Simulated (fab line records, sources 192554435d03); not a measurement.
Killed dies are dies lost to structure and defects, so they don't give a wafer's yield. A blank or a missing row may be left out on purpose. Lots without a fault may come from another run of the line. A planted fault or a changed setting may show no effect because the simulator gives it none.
fab line records | flow n5_finfet
record lots=9 wafers=26 last_day=17
route steps=1938 shown BEOL_M4@1111 BEOL_M10@1513 BEOL_M11@1537 PASSIVATION@1936
lots that met no fault: from a run of the same line without faults
start_h: hours from the record's first day to the start of the lot's first wafer shown | wait_h: hours since the lot's step before | " the same as in the row above | L1.1+2: a row that stands for several wafers | - no value, or no start given | * or withheld: withheld | < > ~ a bound
route shown NAME@n: a module of which the file shows steps, and the number in the route of the first | usual: mean/standard deviation of fault-free wafers | same: alike in all rows | chamber/n: place in a boat | sites: the reading at each site | _std_site: their standard deviation | _edge_site: outer sites' mean less inner sites' | radius_mm: how far each site lies from the wafer's centre | mask NAME#n: copy n | behind: the tool/chamber that last shaped the wafer | hold: why the lot was held/for how many hours/how that ended | device: the transistor (n, p or np) that didn't switch | end of line: the same wafers' tests at the end of the route | a step without rows: its recipe alone | killed: dies lost to structure and defects at the first sort, not the wafer's yield | map: a wafer's dies, x killed, . not, _ none there
set.NAME: the setting as run; set.NAME@STEP: as run at that earlier step | model.NAME: the simulator's own value behind a step, which no gauge read
steps of the route over a sample of lots; a table a step, a row a wafer
services: from which hour (start_h, from the record's first day; less than 0 if before it) a tool's chamber was out of use, for how many hours, and why
## steps
# step N5_BEOL_M4_RC_MEAS_101
# usual DIBL_N=36.2/1.4 DIBL_P=36.1/1.5 IOFF_N=0.153/0.02 IOFF_P=0.215/0.03 ION_N=672/8.6 ION_P=463/6.8 SS_N=71.5/0.47 SS_P=73.3/0.57 VT_N=250.6/2.4 VT_P=-249/3.2
# columns lot.wafer tool chamber start_h wait_h DIBL_N[mV/V] DIBL_P[mV/V] IOFF_N[nA/um] IOFF_P[nA/um] ION_N[uA/um] ION_P[uA/um] SS_N[mV/dec] SS_P[mV/dec] VT_N[mV] VT_P[mV]
L280.2 prober-01 0 175.96 0.2 38.6 38.4 0.186 0.248 673 464 71.8 74.6 246.8 -245
L280.4 " 0 " " 38.9 38.0 0.179 0.249 676 461 73.0 73.8 248.2 -247
L280.5 " 0 " " 37.4 36.7 0.161 0.224 667 457 72.1 73.5 249.3 -250
L282.1 prober-01 0 190.78 0.0 36.2 35.4 0.146 0.181 666 456 71.9 73.4 249.2 -255
L282.3 " 0 " " 37.4 36.6 0.162 0.185 672 455 71.7 74.1 252.6 -255
L282.6 " 0 " " 36.5 35.7 0.148 0.171 667 447 71.5 73.5 253.0 -255
L287.3 prober-01 0 214.21 0.3 35.6 37.4 0.153 0.196 662 455 70.7 72.7 250.1 -252
L287.4 " 0 " " 34.5 36.0 0.135 0.181 667 455 71.2 72.0 251.2 -253
L287.5 " 0 " " 36.8 39.1 0.185 0.229 685 465 72.3 73.3 245.4 -249
L286.1 prober-02 0 219.67 0.0 34.9 36.3 0.130 0.186 673 461 71.5 73.1 254.1 -253
L286.4 " 0 " " 36.1 37.6 0.150 0.212 668 463 71.2 73.0 250.0 -251
L286.5 " 0 " " 35.3 36.3 0.134 0.204 673 467 71.8 73.3 253.3 -251
L291.1 prober-02 0 244.40 0.0 37.3 38.1 0.159 0.210 678 461 71.6 73.9 249.5 -250
L291.2 " 0 " " 36.6 36.3 0.147 0.189 674 458 70.8 73.4 253.1 -251
L291.3 " 0 " " 38.5 38.9 0.178 0.222 682 457 71.1 74.0 247.0 -251
L295.1 prober-01 0 265.57 0.0 35.1 35.4 0.147 0.227 675 465 71.9 73.4 252.7 -247
L295.2 " 0 " " 36.4 36.6 0.162 0.255 664 462 71.5 74.4 251.6 -245
L295.3 " 0 " " 36.7 36.7 0.179 0.257 673 465 72.6 73.9 250.0 -244
L298.4 prober-02 0 287.11 0.5 33.4 33.3 0.105 0.157 659 456 71.1 72.7 254.6 -255
L298.5 " 0 " " 34.2 34.3 0.113 0.175 652 451 71.2 72.6 254.2 -251
L298.6 " 0 " " 37.0 37.3 0.147 0.210 681 467 71.7 73.5 253.8 -250
L299.1 prober-02 0 297.12 0.0 36.7 37.1 0.156 0.239 683 472 70.9 73.3 252.4 -248
L299.5 " 0 " " 37.6 37.5 0.176 0.252 693 475 71.9 73.3 249.7 -246
L301.2 prober-01 0 302.39 0.2 34.1 35.2 0.146 0.200 676 467 70.4 73.2 249.4 -249
L301.3 " 0 " " 36.1 37.2 0.166 0.217 667 462 71.7 73.4 249.0 -247
L301.4 " 0 " " 35.6 36.6 0.160 0.213 676 461 71.5 73.7 250.4 -251
# step N5_BEOL_M10_ETCH_41
# recipe chemistry=CH3F/O2 target=SiCN target_depth_a=426 taper_deg=2 time_s=86 ion_energy_ev=120 mask_material=TiN pressure_mtorr=30 source_w=395 bias_w=75 Ar_flow_sccm=150 CH3F_flow_sccm=30 O2_flow_sccm=20
# usual drypump_motor_current_A=5.6/0.55 oes_product_au=0.80/0.07 rf_fwd_power_W=392.4/1.4 rf_vpp_V=297.8/1.5 showerhead_plenum_p_Torr=2.02/0.062 throttle_valve_pct=16.26/0.21
# columns lot.wafer tool chamber start_h wait_h drypump_motor_current_A oes_product_au rf_fwd_power_W rf_hours_counter_h rf_vpp_V showerhead_plenum_p_Torr throttle_valve_pct
L280.2 rie_diel-04 2 - - 5.7 0.78 393.3 124 297.6 2.00 16.41
L280.4 " 0 " " 5.8 0.94 390.4 16 295.6 1.96 16.12
L280.5 " 3 " " 5.4 0.83 391.2 - 300.9 2.11 16.13
L282.1 rie_diel-04 2 - - 5.7 0.77 392.5 129 296.6 2.00 16.40
L282.3 " 0 " " 5.8 0.92 389.7 21 295.4 1.96 16.16
L282.6 " 2 " " 5.7 0.78 395.5 - 296.8 2.00 16.41
L287.3 rie_diel-03 0 - - 6.0 0.82 392.0 99 299.6 2.10 16.22
L287.4 " 2 " " 5.4 0.89 396.3 31 296.9 1.95 15.96
L287.5 " 3 " " 4.9 0.72 394.1 - 297.4 1.97 16.46
L286.1 rie_diel-04 1 - - 6.6 0.71 392.9 208 298.4 2.06 16.69
L286.4 " 0 " " 5.8 0.90 393.3 - 297.5 1.95 16.16
L286.5 " 1 " " 6.6 0.71 391.8 - 297.9 2.07 16.69
L291.1 rie_diel-02 2 - - 5.5 0.86 393.6 53 297.1 1.96 16.11
L291.2 " 3 " " 4.7 0.70 391.8 238 298.6 1.98 16.47
L291.3 " 1 " " 4.9 0.77 390.7 126 298.0 2.00 16.18
L295.1 rie_diel-04 1 - - 6.6 0.70 394.0 220 299.0 2.06 16.73
L295.2 " 0 " " 5.8 0.86 389.6 52 295.1 1.95 16.21
L295.3 " 2 " " 5.7 0.75 395.1 146 298.2 2.00 16.46
L298.4 rie_diel-04 0 - - 5.8 0.84 393.0 60 296.3 1.94 16.21
L298.5 " 2 " " 5.7 0.74 394.6 - 296.6 1.99 16.47
L298.6 " 1 " " 6.6 0.68 394.1 - 299.2 2.06 16.74
L299.1 rie_diel-03 2 - - 5.4 0.84 393.5 63 295.8 1.94 16.03
L299.5 " 0 " " 6.0 0.78 391.3 - 300.1 2.09 16.30
L301.2 rie_diel-02 3 - - 4.7 0.69 391.8 255 296.4 1.97 16.48
L301.3 " 0 " " 6.2 0.84 393.0 74 298.7 2.11 16.16
L301.4 " 3 " " 4.7 0.70 391.0 - 297.6 1.97 16.49
# step N5_BEOL_M10_ANNEAL_51
# recipe temp_c=225 time_s=90 ambient=N2
# usual wafer_temp_C_max=226.16/0.28
# columns lot.wafer tool chamber start_h wait_h wafer_temp_C_max
L280.2 rtp_anneal-02 0 225.52 0.1 226.41
L280.4 " 0 " " 225.70
L280.5 " 0 " " 226.19
L282.1 rtp_anneal-02 0 243.08 0.1 226.52
L282.3 " 0 " " 226.46
L282.6 " 0 " " 226.46
L287.3 rtp_anneal-02 0 266.18 0.3 226.06
L287.4 " 0 " " 226.24
L287.5 " 0 " " 226.23
L286.1 rtp_anneal-01 0 271.65 0.2 225.83
L286.4 " 0 " " 226.01
L286.5 " 0 " " 226.28
L291.1 rtp_anneal-02 0 293.95 0.7 226.30
L291.2 " 0 " " 226.63
L291.3 " 0 " " 226.62
L295.1 rtp_anneal-02 0 318.32 0.5 226.35
L295.2 " 0 " " 226.23
L295.3 " 0 " " 226.12
L298.4 rtp_anneal-01 0 339.04 0.3 226.25
L298.5 " 0 " " 225.79
L298.6 " 0 " " 225.93
L299.1 rtp_anneal-02 0 345.91 0.1 226.07
L299.5 " 0 " " 226.12
L301.2 rtp_anneal-01 0 349.95 0.3 225.84
L301.3 " 0 " " 225.99
L301.4 " 0 " " 226.04
# step N5_BEOL_M10_CMP_52
# recipe stop_on=SiCOH_lowk t_overpolish_s=7 down_force_psi=1 platen_rpm=50 clearing_platen_down_force_psi=1.5 clearing_platen_rpm=50 post_cmp_clean=cu_alkaline target_thk_nm=140 clearing_platen_pad_velocity_m_s=0.99484 pad_velocity_m_s=0.99484
# usual barrier_field_endpoint_s=29.1/0.65 clearing_platen_down_force_psi=1.5000/0.0029 motor_current_A=6.1/0.79 overpolish_run_s=7.001/0.0086 time_to_endpoint_s=66.1/2.5
# columns lot.wafer tool chamber start_h wait_h barrier_field_endpoint_s clearing_platen_down_force_psi motor_current_A overpolish_run_s time_to_endpoint_s
L280.2 cmp-01 3 225.81 0.2 28.9 1.5032 6.0 6.997 66.5
L280.4 " 1 " " 28.7 1.4969 7.9 7.013 66.1
L280.5 " 3 " " 28.4 1.5020 5.8 7.011 67.3
L282.3 cmp-04 1 243.38 0.2 28.7 1.4985 5.8 7.003 65.9
L282.1 " 0 " " 28.0 1.5050 5.6 7.010 65.3
L282.6 " 1 " " 28.9 1.4999 5.7 7.008 64.7
L287.3 cmp-04 2 266.46 0.2 29.1 1.4983 5.9 7.002 66.1
L287.4 " 3 " " 29.2 1.5008 6.7 6.994 64.5
L287.5 " 1 " " 29.3 1.4998 5.6 6.990 64.3
L286.4 cmp-02 0 271.99 0.2 29.7 1.5044 5.4 7.003 67.1
L286.1 " 1 " " 29.1 1.5024 6.2 6.991 66.5
L286.5 " 3 " " 29.4 1.5024 7.4 6.995 66.2
L291.1 cmp-01 1 294.29 0.3 29.0 1.4999 8.1 7.009 64.5
L291.3 " 2 " " 30.1 1.5006 6.0 6.998 68.3
L291.2 " 3 " " 29.1 1.4964 5.8 6.978 65.6
L295.1 cmp-01 2 318.61 0.3 28.8 1.5065 5.6 6.997 69.1
L295.3 " 0 " " 29.9 1.4982 6.4 7.004 68.0
L295.2 " 1 " " 29.5 1.4986 7.9 6.983 61.2
L298.4 cmp-01 3 339.34 0.3 29.2 1.4992 5.8 7.005 65.2
L298.5 " 1 " " 47.1 1.5038 7.8 0.041 86.2
L298.6 " 2 " " 47.1 1.4970 5.5 0.043 86.4
L299.1 cmp-01 2 346.25 0.3 29.2 1.5001 5.6 6.998 67.3
L299.5 " 1 " " 47.1 1.4977 8.2 0.045 86.8
L301.2 cmp-04 1 350.20 0.2 28.4 1.4978 5.9 6.999 65.0
L301.4 " 2 " " 29.3 1.4992 5.4 6.998 65.5
L301.3 " 3 " " 28.3 1.5001 6.6 7.005 65.8
# step N5_BEOL_M10_THK_MEAS_53
# recipe thk_meas_gauge=xrf reads=Cu_of_BEOL_M10_ECD_50
# usual M10_THK=139.1/2.1
# columns lot.wafer tool chamber start_h wait_h M10_THK[nm]
L280.2 film_metro-01 - 226.07 - 140.9
L280.4 " - " " 140.8
L280.5 " - " " 140.7
L282.1 film_metro-01 - 243.67 - 138.1
L282.3 " - " " 139.9
L282.6 " - " " 138.5
L287.3 film_metro-01 - 266.68 - 137.4
L287.4 " - " " 139.6
L287.5 " - " " 140.8
L286.1 film_metro-02 - 272.24 - 138.9
L286.4 " - " " 141.8
L286.5 " - " " 140.7
L291.1 film_metro-02 - 294.54 - 139.7
L291.2 " - " " 137.0
L291.3 " - " " 140.6
L295.1 film_metro-02 - 318.91 - 138.5
L295.2 " - " " 139.6
L295.3 " - " " 142.1
L298.4 film_metro-02 - 339.57 - 139.6
L298.5 " - " " 251.7
L298.6 " - " " 265.7
L299.1 film_metro-02 - 346.50 - 140.4
L299.5 " - " " 262.7
L301.2 film_metro-02 - 350.49 - 134.2
L301.3 " - " " 138.4
L301.4 " - " " 137.3
# step N5_BEOL_M10_INSPECT_58
# recipe inspect_instrument=darkfield mode=post_dep
# usual raw_defect_count=70/21
# columns lot.wafer tool chamber start_h wait_h raw_defect_count
L280.2 defect_inspect-02 - 226.26 0.0 46
L280.4 " - " " 67
L280.5 " - " " 82
L282.1 defect_inspect-01 - 243.83 0.0 126
L282.3 " - " " 84
L282.6 " - " " 63
L287.3 defect_inspect-01 - 266.84 0.0 73
L287.4 " - " " 81
L287.5 " - " " 83
L286.1 defect_inspect-01 - 272.40 0.0 93
L286.4 " - " " 99
L286.5 " - " " 86
L291.1 defect_inspect-02 - 294.71 0.0 73
L291.2 " - " " 68
L291.3 " - " " 47
L295.1 defect_inspect-02 - 319.07 0.0 85
L295.2 " - " " 82
L295.3 " - " " 50
L298.4 defect_inspect-02 - 339.73 0.0 75
L298.5 " - " " 2229
L298.6 " - " " 2225
L299.1 defect_inspect-01 - 346.66 0.0 75
L299.5 " - " " 2303
L301.2 defect_inspect-02 - 350.65 0.0 53
L301.3 " - " " 88
L301.4 " - " " 76
# step N5_BEOL_M11_CURE_71
# recipe temp_c=385 time_s=240 ambient=He/Ar material=SiCOH_lowk
# usual lamp_power_pct=52.32/0.049 wafer_temp_C_max=387.1/0.81
# columns lot.wafer tool chamber start_h wait_h lamp_power_pct wafer_temp_C_max
L280.2 uv_cure-02 0 227.88 1.5 52.41 386.2
L280.4 " 0 " " 52.37 386.3
L280.5 " 0 " " 52.24 386.0
L282.1 uv_cure-02 2 243.96 0.1 52.27 387.2
L282.3 " 2 " " 52.39 387.1
L282.6 " 2 " " 52.33 387.0
L287.3 uv_cure-01 2 267.25 0.3 52.29 386.4
L287.4 " 2 " " 52.30 385.7
L287.5 " 2 " " 52.35 385.7
L286.1 uv_cure-01 2 272.58 0.1 52.33 385.9
L286.4 " 2 " " 52.36 385.9
L286.5 " 2 " " 52.32 386.2
L291.1 uv_cure-01 2 294.82 0.0 52.28 386.0
L291.2 " 2 " " 52.27 385.9
L291.3 " 2 " " 52.27 386.4
L295.1 uv_cure-02 2 319.19 0.0 52.34 387.5
L295.2 " 2 " " 52.26 387.9
L295.3 " 2 " " 52.28 386.8
L298.4 uv_cure-02 1 340.08 0.3 52.29 387.3
L299.1 uv_cure-01 2 346.78 0.0 52.35 385.8
L301.2 uv_cure-03 1 351.03 0.3 52.37 387.2
L301.3 " 1 " " 52.29 388.4
L301.4 " 1 " " 52.25 387.3
# step N5_PASSIVATION_PROBE_49
# usual defect_limited_yield=91.3/1.3 killed_at_M0_to_M3=35/13 killed_at_M4_up=13/5.2 killed_at_contacts=12/6.2 killed_at_front_end=39/9.6 killed_at_other=3.1/2.6 killed_dies=102/16 killed_on_rim=13/3.8 killed_open=68/13 killed_short=33/6.9 sort_bin_5_function=5.1/0.87 sort_bin_6_memory=3.3/0.67 sort_n_pass=1078/16 sort_yield_pct=91.3/1.3
# same gross_dies=1180 killed_at_back_side=0 sort_bin_4_leakage[%]=0 sort_bin_8_speed[%]=0
# columns lot.wafer tool chamber start_h wait_h defect_limited_yield[%] killed_at_M0_to_M3 killed_at_M4_up killed_at_contacts killed_at_front_end killed_at_other killed_dies killed_on_rim killed_open killed_short sort_bin_5_function[%] sort_bin_6_memory[%] sort_n_pass sort_yield_pct[%]
L286.1 prober-01 - 321.95 0.0 92.3 29 19 10 30 3 91 13 59 31 4.7 2.5 1089 92.3
L286.4 prober-01 - 322.10 0.2 94.5 19 19 4 18 5 65 5 41 23 3.1 1.9 1115 94.5
L286.5 prober-01 - 322.15 0.2 93.3 19 11 10 36 3 79 12 44 35 3.7 2.5 1101 93.3
L298.4 prober-01 - 388.68 0.2 90.1 34 22 21 34 6 117 14 73 44 6.0 3.6 1063 90.1
L298.5 prober-01 - 388.73 0.2 0 17 1096 17 50 0 1180 152 72 33 5.5 3.2 0 0
L298.6 prober-01 - 388.78 0.3 0 16 1114 10 29 11 1180 152 55 31 4.9 2.3 0 0
L299.1 prober-01 - 396.17 0.0 90.7 47 8 11 39 5 110 19 75 34 5.4 3.8 1070 90.7
L299.5 prober-01 - 396.37 0.2 0 23 1114 11 31 1 1180 152 40 37 3.3 3.1 0 0
L301.2 prober-02 - 399.55 0.1 88.6 17 27 19 70 1 134 15 94 39 7.4 3.6 1046 88.6
L301.3 prober-02 - 399.60 0.1 91.6 25 26 11 36 1 99 15 61 37 4.7 3.4 1081 91.6
L301.4 prober-02 - 399.65 0.2 89.5 25 17 15 67 0 124 15 81 39 5.5 4.4 1056 89.5
# killed by level:class
L286.1 BEOL_M0_SAQP:geometric_particle:open=9 BEOL_M4:geometric_particle:open=7 MOL_CONTACT_COAG:geometric_particle:open=6 BEOL_M0_SAQP:geometric_particle:short=6 BEOL_M2:geometric_particle:open=6 BEOL_M5:geometric_particle:open=6 DUMMY_GATE:geometric_particle:open=4 ILD0:geometric_particle:open=4
L286.4 FIN_SAQP:geometric_particle:open=7 BEOL_M4:geometric_particle:open=6 BEOL_M0_SAQP:geometric_particle:open=5 FIN_SAQP:geometric_particle:short=4 MOL_CONTACT_COAG:geometric_particle:open=4 BEOL_M4:geometric_particle:short=4 BEOL_M0_SAQP:geometric_particle:short=3 BEOL_M1:geometric_particle:open=3
L286.5 BEOL_M0_SAQP:geometric_particle:open=8 MOL_CONTACT_COAG:geometric_particle:short=6 FIN_SAQP:geometric_particle:short=5 DUMMY_GATE:geometric_particle:open=5 BEOL_M0_SAQP:geometric_particle:short=5 FIN_SAQP:geometric_particle:open=4 GATE_CUT:geometric_particle:short=4 MOL_CONTACT_COAG:geometric_particle:open=4
L298.4 MOL_CONTACT_COAG:geometric_particle:open=14 BEOL_M4:geometric_particle:open=10 FIN_SAQP:geometric_particle:open=9 GATE_CUT:geometric_particle:short=7 MOL_CONTACT_COAG:geometric_particle:short=7 BEOL_M0_SAQP:geometric_particle:short=7 BEOL_M3:geometric_particle:open=7 STI_FIN_REVEAL:geometric_particle:open=4
L298.5 BEOL_M10:area_cmp=1075 MOL_CONTACT_COAG:geometric_particle:open=16 FIN_SAQP:geometric_particle:short=13 BEOL_M4:geometric_particle:open=10 FIN_SAQP:geometric_particle:open=8 ILD0:geometric_particle:open=6 GATE_CUT:geometric_particle:short=6 BEOL_M0_SAQP:geometric_particle:open=6
L298.6 BEOL_M10:area_cmp=1094 BEOL_M4:geometric_particle:open=10 STI_FIN_REVEAL:geometric_particle:open=6 MOL_CONTACT_COAG:geometric_particle:open=6 BEOL_M0_SAQP:geometric_particle:short=5 FIN_SAQP:geometric_particle:open=4 MOL_CONTACT_COAG:geometric_particle:short=4 GATE_CUT:geometric_particle:short=4
L299.1 FIN_SAQP:geometric_particle:open=16 BEOL_M3:geometric_particle:open=13 MOL_CONTACT_COAG:geometric_particle:open=8 BEOL_M0_SAQP:geometric_particle:open=8 BEOL_M0_SAQP:geometric_particle:short=7 BEOL_M2:geometric_particle:open=7 BEOL_M1:geometric_particle:open=6 FIN_SAQP:geometric_particle:short=5
L299.5 BEOL_M10:area_cmp=1103 BEOL_M0_SAQP:geometric_particle:short=9 STI_FIN_REVEAL:geometric_particle:open=6 GATE_CUT:geometric_particle:short=6 MOL_CONTACT_COAG:geometric_particle:open=6 MOL_CONTACT_COAG:geometric_particle:short=5 BEOL_M0_SAQP:geometric_particle:open=5 BEOL_M4:geometric_particle:open=4
L301.2 STI_FIN_REVEAL:geometric_particle:open=20 FIN_SAQP:geometric_particle:open=18 BEOL_M4:geometric_particle:open=18 MOL_CONTACT_COAG:geometric_particle:open=14 FIN_SAQP:geometric_particle:short=13 BEOL_M2:geometric_particle:open=6 MOL_CONTACT_COAG:geometric_particle:short=5 BEOL_M4:geometric_particle:short=5
L301.3 BEOL_M4:geometric_particle:open=15 MOL_CONTACT_COAG:geometric_particle:open=9 GATE_CUT:geometric_particle:short=8 BEOL_M2:geometric_particle:open=7 BEOL_M0_SAQP:geometric_particle:short=6 FIN_SAQP:geometric_particle:open=5 STI_FIN_REVEAL:geometric_particle:open=5 STARTING-WAFER:geometric_particle:short=5
L301.4 STI_FIN_REVEAL:geometric_particle:open=15 MOL_CONTACT_COAG:geometric_particle:open=14 GATE_CUT:geometric_particle:open=12 FIN_SAQP:geometric_particle:short=11 GATE_CUT:geometric_particle:short=8 FIN_SAQP:geometric_particle:open=7 BEOL_M2:geometric_particle:open=7 BEOL_M4:geometric_particle:open=6
## services
# columns tool chamber start_h hours kind
rie_diel-03 0 199.70 6.3 repair
uv_cure-01 - 214.37 1.0 pm
uv_cure-03 - 214.77 28.1 pm
rie_diel-02 - 215.16 4.3 pm
uv_cure-01 - 221.40 16.7 repair
rie_diel-02 2 225.53 14.6 repair
cmp-01 - 227.14 8.5 repair
cmp-04 - 233.26 0.4 repair
cmp-02 - 242.03 4.0 pm
uv_cure-02 - 255.11 1.0 pm
cmp-04 - 269.15 1.0 repair
cmp-01 - 271.91 4.0 pm
cmp-01 - 282.21 2.8 repair
rie_diel-04 1 288.71 11.0 repair
uv_cure-03 - 293.09 1.0 pm
rie_diel-04 - 298.50 2.8 pm
rie_diel-03 3 301.67 7.3 repair
rie_diel-03 3 322.29 11.0 repair
cmp-01 - 328.75 2.5 repair
uv_cure-02 - 331.65 0.9 repair
cmp-01 - 335.67 1.4 repair
cmp-04 - 338.27 4.0 pm
rie_diel-04 3 340.45 5.4 repair
cmp-04 - 342.27 4.5 pm
## key
first_sign step=N5_BEOL_M10_CMP_52 reading=overpolish_run_s direction=down sigmas=99+ usual=7.001 struck=0.043
effect step=N5_BEOL_M10_CMP_52 reading=barrier_field_endpoint_s direction=up sigmas=28 usual=29.1 struck=47.1
effect step=N5_BEOL_M10_THK_MEAS_53 reading=M10_THK direction=up sigmas=59 usual=139.1 struck=260.0
effect step=N5_BEOL_M10_INSPECT_58 reading=raw_defect_count direction=up sigmas=99+ usual=70 struck=2252
effect step=N5_PASSIVATION_PROBE_49 reading=killed_at_M4_up direction=up sigmas=99+ usual=13 struck=1108
more_kills_born_at N5_BEOL_M10_CMP_52@cmp-01=3272
met_at N5_BEOL_M10_CMP_52
struck_lots L298,L299
struck_wafers L298.5,L298.6,L299.5
later_rows_left_out L298.5,L298.6,L299.5
not_acting_at N5_BEOL_M10_ETCH_41,N5_BEOL_M10_ANNEAL_51,N5_BEOL_M11_CURE_71
onset_between 318.61 339.34
fault kind=process_parameter_drift tool=cmp-01 chamber=- onset_h=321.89 steps=N5_BEOL_M10_CMP_52 channel=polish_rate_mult offset=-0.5 shape=step end_h=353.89 scope=struck_wafers_only
# later_rows_left_out: the simulator's readings of these wafers behind a module that went badly wrong aren't trusted and aren't shown, but for the sort
